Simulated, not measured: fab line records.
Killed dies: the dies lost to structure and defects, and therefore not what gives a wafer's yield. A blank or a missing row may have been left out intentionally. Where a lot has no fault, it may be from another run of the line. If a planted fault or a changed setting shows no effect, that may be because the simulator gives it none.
Matching of chambers ; flow n5 finfet ; 3 sister chambers for N5_BEOL_M4_ILD_DEP_00 on pecvd-04
The step deposits SiOC from DEMS/O2, target thk 79 nm, time 15.3 s. 14 wafers are shown with their chamber, then 7 later ones without.

WAFERS WITH THEIR CHAMBER
wafer;chamber;showerhead plenum p Torr (Torr);throttle valve pct (%);heater power w (W)
L076.4;0;5.674;11.5;402
L076.5;2;5.703;11.8;364
L076.6;1;5.709;11.9;423
L081.2;0;5.677;11.4;486
L081.3;1;5.701;11.9;454
L081.6;2;5.714;11.6;394
L080.3;1;5.708;11.8;457
L080.4;1;5.721;11.8;475
L080.5;2;5.704;11.8;331
L087.1;2;5.692;12.0;334
L087.5;2;5.689;11.7;341
L087.6;1;5.698;12.1;407
L089.1;0;5.676;11.3;397
L089.3;1;5.702;11.8;487

SIGNATURES (means of the wafers above)
reading;chamber 0;chamber 1;chamber 2;scatter within a chamber
showerhead plenum p Torr;5.67567;5.70650;5.70040;0.00826
throttle valve pct;11.400;11.883;11.780;0.127
heater power w;428.33;450.50;352.80;33.6
Rule: distance of a wafer from a chamber = root of the sum over the readings of ((wafer's reading minus chamber's mean) / reading's scatter) squared. The wafer belongs to the nearest chamber; if the next one is less than 2 further off, it can't be placed. The scatter: the root of (the sum of the squares of (reading less its chamber's mean) over the shown wafers, divided by (wafers less chambers)).

WAFERS WITH NO CHAMBER GIVEN
wafer;showerhead plenum p Torr (Torr);throttle valve pct (%);heater power w (W)
L089.5;5.678;11.3;417
L090.4;5.699;12.1;359
L090.5;5.709;12.3;459
L090.6;5.674;11.3;417
L095.2;5.707;12.0;322
L095.5;5.687;11.9;333
L095.6;5.694;11.8;462

WHICH CHAMBER EACH ONE RAN IN
wafer;from the rows above;in truth
L089.5;0;0
L090.4;can't be placed: 2 or 1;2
L090.5;can't be placed: 1 or 2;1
L090.6;0;0
L095.2;can't be placed: 2 or 1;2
L095.5;2;2
L095.6;can't be placed: 1 or 2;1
Correct placement for 3 of the 7. Cannot be placed on the basis of these rows: 4; the candidates contain the true chamber in 4. Placed wrongly: 0.
